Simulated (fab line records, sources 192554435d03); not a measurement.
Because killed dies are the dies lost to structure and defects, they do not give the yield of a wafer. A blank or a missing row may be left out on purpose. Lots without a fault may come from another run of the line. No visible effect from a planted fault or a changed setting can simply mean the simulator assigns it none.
The same fault as seen by 2 desks	flow n5Finfet	each desk has only its own numbers; what lay behind them comes last

== THE METROLOGY DESK ==
What the gauges read, lot by lot, whatever tool the lot ran on: means of the sampled wafers that have a number. The brackets show how far a lot's mean lies from the usual mean; more than 4 standard deviations puts the lot out of limits, marked OUT. Only the readings that lie furthest out on some lot appear, 7 of the 11 it has.
Columns: A = DIBL_P at N5_BEOL_M4_RC_MEAS_101, usual 36.3 mV/V; B = IOFF_N at N5_BEOL_M4_RC_MEAS_101, usual 0.16 nA/um; C = IOFF_P at N5_BEOL_M4_RC_MEAS_101, usual 0.21 nA/um; D = ION_N at N5_BEOL_M4_RC_MEAS_101, usual 673 uA/um; E = ION_P at N5_BEOL_M4_RC_MEAS_101, usual 461 uA/um; F = VT_N at N5_BEOL_M4_RC_MEAS_101, usual 250 mV; G = VT_P at N5_BEOL_M4_RC_MEAS_101, usual -250.9 mV
lot	first seen here	A	B	C	D	E	F	G
L862	day 6 09:54	38.3	0.19	0.23	686	468	248	-247.7
L864	day 6 18:02	36.1	0.16	0.19	673	462	250	-250.7
L865	day 7 03:36	34.7	0.12	0.17	666	457	254	-253.8
L866	day 7 05:05	35.9	0.14	0.19	670	463	252	-252.3
L873	day 9 01:10	34.2	0.14	0.19	677	463	251	-250.2
L875	day 9 10:19	37.0	0.14	0.18	663	453	254	-255.3
L876	day 9 20:22	32.7	0.11	0.15	655	452	257	-254.6
L882	day 11 07:38	39.0	0.17	0.24	685	473	246	-247.3
This desk found nothing out of limits on any of the 8 lots.

== THE TOOL OWNER'S DESK: rieDiel-06 ==
The tool's own readings at N5_BEOL_M0_ETCH_128 (etches SiCN in CF4/N2, target depth 12 nm, overetch 5.1 nm, time 21.4 s): means of the sampled wafers that have a number, for each lot that ran on this tool. The brackets show how far a lot's mean lies from the usual mean; more than 4 standard deviations puts the lot out of limits, marked OUT.
Columns: A = drypumpMotorCurrentA at N5_BEOL_M0_ETCH_128, usual 5.6 A; B = oesProductAu at N5_BEOL_M0_ETCH_128, usual 0.53 a.u.; C = rfFwdPowerW at N5_BEOL_M0_ETCH_128, usual 425.9 W; D = rfVppV at N5_BEOL_M0_ETCH_128, usual 381.6 V; E = showerheadPlenumPTorr at N5_BEOL_M0_ETCH_128, usual 2.18 Torr; F = throttleValvePct at N5_BEOL_M0_ETCH_128, usual 15.47 %
lot	first seen here	A	B	C	D	E	F
L865	day 7 06:35	5.7	0.49	426.3	380.1	2.12	15.65
L875	day 9 12:04	5.4	0.52	425.6	381.4	2.18	15.61
L882	day 11 11:08	5.1	0.51	512.2 (+58) OUT	362.3 (-10) OUT	2.16	15.75
This desk's finding: out of limits on L882; first on L882, day 11 11:08 (rfFwdPowerW at N5_BEOL_M0_ETCH_128). L865, L875: within limits.

== ALL TOGETHER ==
The tool owner's desk could have raised an alarm at day 11 11:08, on L882.
At the metrology desk, nothing out of limits was observed.
The metrology desk holds a record of L882, inside its limits.
Every lot named ran N5_BEOL_M0_ETCH_128 on rieDiel-06.

== WHAT THE SIMULATOR HAD PUT IN ==
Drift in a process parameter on rieDiel-06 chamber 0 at N5_BEOL_M0_ETCH_128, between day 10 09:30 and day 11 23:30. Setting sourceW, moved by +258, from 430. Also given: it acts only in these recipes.
Struck lots among those shown: L882.
Time in hours from fault onset to the first out-of-limits reading at each desk: the tool owner's desk, 26.
